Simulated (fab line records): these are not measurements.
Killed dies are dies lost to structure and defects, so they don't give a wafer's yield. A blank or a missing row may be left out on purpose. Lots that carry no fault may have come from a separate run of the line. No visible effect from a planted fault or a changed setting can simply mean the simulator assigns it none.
A struck lot beside a sound one -- flow nandHarc -- 13 steps out of a route of 1159
Sound: the wafers L365.2, L365.5, L365.6. Wafers struck: L376.2, L376.4, L376.5. At the end, the cause is stated.
For every step that has rows: the tool of each side, followed by ch and its chambers, followed by its first start. Under that, the readings that differ: sound wafers -- struck wafers -- difference of the means -- sigmas: that difference in standard deviations of wafers without a fault.
alike: readings with means less than 2 such deviations apart, plus words and numbers identical on both sides. not compared: withheld readings, readings lacking a value on some wafer, bounds such as >300 that could conceal the same value, and numbers that have no deviation in the record and whose values overlap.
A row with sigmas, a row that says differs or no value, or rows on one side alone: a step with any of these is where the two part. Numbers that don't overlap but have no deviation are shown without sigmas and don't part them. A reading that every wafer of one side lacks parts them only if that side has two wafers or more.

first, 1 step without rows for these wafers: NHARC_A_STAIRCASE_DESCUM_291 (chemistry O2, time 3 s).
NHARC_A_STAIRCASE_ETCH_292: etches the open film in CF4/CHF3.
  sound on rieDiel-01 ch 2,3, day 11 23:30; struck on rieDiel-01 ch 0,1,3, day 15 05:05
  alike: drypumpMotorCurrentA, oesProductAu, rfVppV, showerheadPlenumPTorr, throttleValvePct
  not compared: rfHoursCounterH
NHARC_A_STAIRCASE_HM_OPEN_460: chemistry O2/COS.
  sound: rieDiel-01 ch 1,2,3; struck: rieDiel-01 ch 0,3
  alike: drypumpMotorCurrentA, oesProductAu, rfVppV, showerheadPlenumPTorr, throttleValvePct
  not compared: rfHoursCounterH
then, 2 steps without rows for these wafers: NHARC_A_STAIRCASE_STRIP_461 (strips in O2/COS); NHARC_A_STAIRCASE_ETCH_452 (etches the open film in CF4/O2, target depth 30 nm, overetch 3 nm, time 16.5 s).
NHARC_A_STAIRCASE_ETCH_294: etches the open film in C4F8/O2/Ar, target depth 4992 nm, time 1212.4 s.
  sound: rieDiel-01 ch 0,3; struck: rieDiel-01 ch 0,1
  alike: oesProductAu, rfVppV
  not compared: rfHoursCounterH
NHARC_A_STAIRCASE_STRIP_295: strips in O2.
  sound: rieDiel-01 ch 0,3; struck: rieDiel-01 ch 1,3
  alike: drypumpMotorCurrentA, oesProductAu, rfVppV, showerheadPlenumPTorr, throttleValvePct
  not compared: rfHoursCounterH
then, 3 steps without rows for these wafers: NHARC_A_STAIRCASE_STRIP_296 (strips in SPM, time 900 s); NHARC_A_STAIRCASE_PRECLEAN_297 (cleans in SC1); NHARC_A_STAIRCASE_SRD_298.
NHARC_A_STAIRCASE_HM_DEP_462: deposits aC, target thk 800 nm.
  sound on aclDep-03 ch 0, day 12 01:58; struck on aclDep-03 ch 0, day 15 07:41
  alike: throttleValvePct
NHARC_A_STAIRCASE_DEP_301: deposits SiON, target thk 30 nm.
  sound on pecvd-04 ch 0,1,2, day 12 03:31; struck on pecvd-01 ch 0,2, day 15 09:23
reading,sound,struck,difference,sigmas
rfFwdPowerW (W),347.5 349.1 348.7,487.3 486.4 489.4,+139.3,+99 or more
showerheadVppV (V),1167 1154 1096,1270 1269 1360,+161,+4
  alike: heaterPowerW
  not compared: sinceWetCleanH
then, 1 step without rows for these wafers: NHARC_A_STAIRCASE_DEHYDRATE_302 (time 120 s).

## WHERE THEY PART
NHARC_A_STAIRCASE_DEP_301 only, going by this record.

WHY: what had been put in by the simulator
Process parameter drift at NHARC_A_STAIRCASE_DEP_301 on pecvd-01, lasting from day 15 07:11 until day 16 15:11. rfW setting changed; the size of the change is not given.
